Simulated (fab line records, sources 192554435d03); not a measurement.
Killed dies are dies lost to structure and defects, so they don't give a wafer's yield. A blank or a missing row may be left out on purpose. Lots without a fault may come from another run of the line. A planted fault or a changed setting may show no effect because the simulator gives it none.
Chamber matching | flow n5_finfet | N5_FIN_SAQP_STRIP_70 on rie_diel-06: 4 sister chambers
The step strips in N2/H2. 14 wafers are shown with their chamber, then 7 later ones without.

WAFERS WITH THEIR CHAMBER
wafer  | chamber | throttle_valve_pct (%) | showerhead_plenum_p_Torr (Torr) | oes_product_au (a.u.)
L075.2 | 2       | 19.1                   | 3.51                            | 0.77
L075.3 | 1       | 18.9                   | 3.42                            | 0.92
L075.4 | 3       | 18.8                   | 3.38                            | 0.80
L081.1 | 1       | 18.9                   | 3.42                            | 0.89
L081.3 | 2       | 19.1                   | 3.51                            | 0.76
L081.6 | 3       | 18.9                   | 3.37                            | 0.79
L082.1 | 3       | 18.8                   | 3.37                            | 0.78
L082.3 | 0       | 19.3                   | 3.35                            | 0.75
L082.4 | 1       | 18.9                   | 3.41                            | 0.88
L083.1 | 2       | 19.1                   | 3.50                            | 0.76
L083.4 | 3       | 18.8                   | 3.37                            | 0.79
L083.6 | 0       | 19.3                   | 3.35                            | 0.76
L086.1 | 2       | 19.1                   | 3.50                            | 0.75
L086.4 | 0       | 19.3                   | 3.34                            | 0.76

SIGNATURES (means of the wafers above)
reading                  | chamber 0 | chamber 1 | chamber 2 | chamber 3 | scatter within a chamber
throttle_valve_pct       | 19.300    | 18.900    | 19.100    | 18.825    | 0.0274
showerhead_plenum_p_Torr | 3.3467    | 3.4167    | 3.5050    | 3.3725    | 0.00555
oes_product_au           | 0.7567    | 0.8967    | 0.7600    | 0.7900    | 0.0115
Rule: a wafer's distance from a chamber is the root of the sum, over the readings, of the square of ((its reading less the chamber's mean) divided by the reading's scatter). The wafer belongs to the nearest chamber; if the next one is less than 2 further off, it can't be placed. The scatter: the root of (the sum of the squares of (reading less its chamber's mean) over the shown wafers, divided by (wafers less chambers)).

WAFERS WITHOUT THEIR CHAMBER
wafer  | throttle_valve_pct (%) | showerhead_plenum_p_Torr (Torr) | oes_product_au (a.u.)
L086.6 | 19.1                   | 3.50                            | 0.75
L095.1 | 18.9                   | 3.36                            | 0.77
L095.2 | 18.9                   | 3.40                            | 0.86
L095.4 | 19.3                   | 3.33                            | 0.76
L096.1 | 19.4                   | 3.33                            | 0.74
L096.2 | 19.1                   | 3.49                            | 0.75
L096.3 | 18.9                   | 3.36                            | 0.77

WHICH CHAMBER EACH WENT THROUGH
wafer  | from the rows above | in truth
L086.6 | 2                   | 2
L095.1 | 3                   | 3
L095.2 | 1                   | 1
L095.4 | 0                   | 0
L096.1 | 0                   | 0
L096.2 | 2                   | 2
L096.3 | 3                   | 3
Placed correctly: 7 of 7. Can't be placed from these rows: 0. Placed wrongly: 0.
